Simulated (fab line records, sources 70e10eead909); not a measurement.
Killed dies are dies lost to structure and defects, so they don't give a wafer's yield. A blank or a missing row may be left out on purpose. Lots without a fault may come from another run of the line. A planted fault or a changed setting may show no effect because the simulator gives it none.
Chamber matching | flow nand_harc | NHARC_P_M1_ETCH_28 on rie_diel-09: 4 sister chambers
The step etches the open film in CF4/N2, target depth 30 nm, time 72.99 s. 18 wafers are shown with their chamber, then 9 later ones without.

WAFERS WITH THEIR CHAMBER
wafer  | chamber | showerhead_plenum_p_Torr (Torr) | rf_vpp_V (V) | oes_product_au (a.u.)
L775.4 | 1       | 2.49                            | 313.4        | 0.999
L775.5 | 0       | 2.65                            | 315.7        | 0.986
L775.6 | 1       | 2.49                            | 312.2        | 1.007
L777.3 | 1       | 2.49                            | 310.8        | 0.992
L777.5 | 3       | 2.45                            | 313.5        | 1.005
L777.6 | 2       | 2.77                            | 318.1        | 1.015
L778.1 | 2       | 2.77                            | 317.4        | 0.995
L778.4 | 1       | 2.49                            | 312.8        | 0.996
L778.5 | 1       | 2.49                            | 311.3        | 1.007
L780.1 | 0       | 2.65                            | 313.1        | 0.986
L780.5 | 0       | 2.65                            | 313.4        | 0.982
L780.6 | 3       | 2.45                            | 310.9        | 0.995
L786.2 | 3       | 2.44                            | 309.8        | 1.003
L786.5 | 0       | 2.65                            | 313.8        | 0.980
L786.6 | 1       | 2.49                            | 312.0        | 1.003
L787.3 | 1       | 2.49                            | 311.7        | 0.989
L787.4 | 2       | 2.77                            | 317.4        | 1.003
L787.5 | 1       | 2.49                            | 312.2        | 0.991

SIGNATURES (means of the wafers above)
reading                  | chamber 0 | chamber 1 | chamber 2 | chamber 3 | scatter within a chamber
showerhead_plenum_p_Torr | 2.6500    | 2.4900    | 2.7700    | 2.4467    | 0.00218
rf_vpp_V                 | 314.000   | 312.050   | 317.633   | 311.400   | 1.08
oes_product_au           | 0.98350   | 0.99800   | 1.00433   | 1.00100   | 0.00678
Rule: a wafer's distance from a chamber is the root of the sum, over the readings, of the square of ((its reading less the chamber's mean) divided by the reading's scatter). The wafer belongs to the nearest chamber; if the next one is less than 2 further off, it can't be placed. The scatter: the root of (the sum of the squares of (reading less its chamber's mean) over the shown wafers, divided by (wafers less chambers)).

WAFERS WITHOUT THEIR CHAMBER
wafer  | showerhead_plenum_p_Torr (Torr) | rf_vpp_V (V) | oes_product_au (a.u.)
L790.1 | 2.77                            | 315.7        | 0.997
L790.2 | 2.49                            | 313.0        | 0.993
L790.4 | 2.65                            | 314.0        | 0.986
L793.4 | 2.77                            | 316.7        | 1.000
L793.5 | 2.77                            | 315.9        | 1.005
L793.6 | 2.44                            | 311.3        | 0.999
L796.1 | 2.44                            | 310.4        | 0.996
L796.3 | 2.64                            | 314.1        | 0.996
L796.5 | 2.49                            | 312.8        | 0.993

WHICH CHAMBER EACH WENT THROUGH
wafer  | from the rows above | in truth
L790.1 | 2                   | 2
L790.2 | 1                   | 1
L790.4 | 0                   | 0
L793.4 | 2                   | 2
L793.5 | 2                   | 2
L793.6 | 3                   | 3
L796.1 | 3                   | 3
L796.3 | 0                   | 0
L796.5 | 1                   | 1
Placed correctly: 9 of 9. Can't be placed from these rows: 0. Placed wrongly: 0.
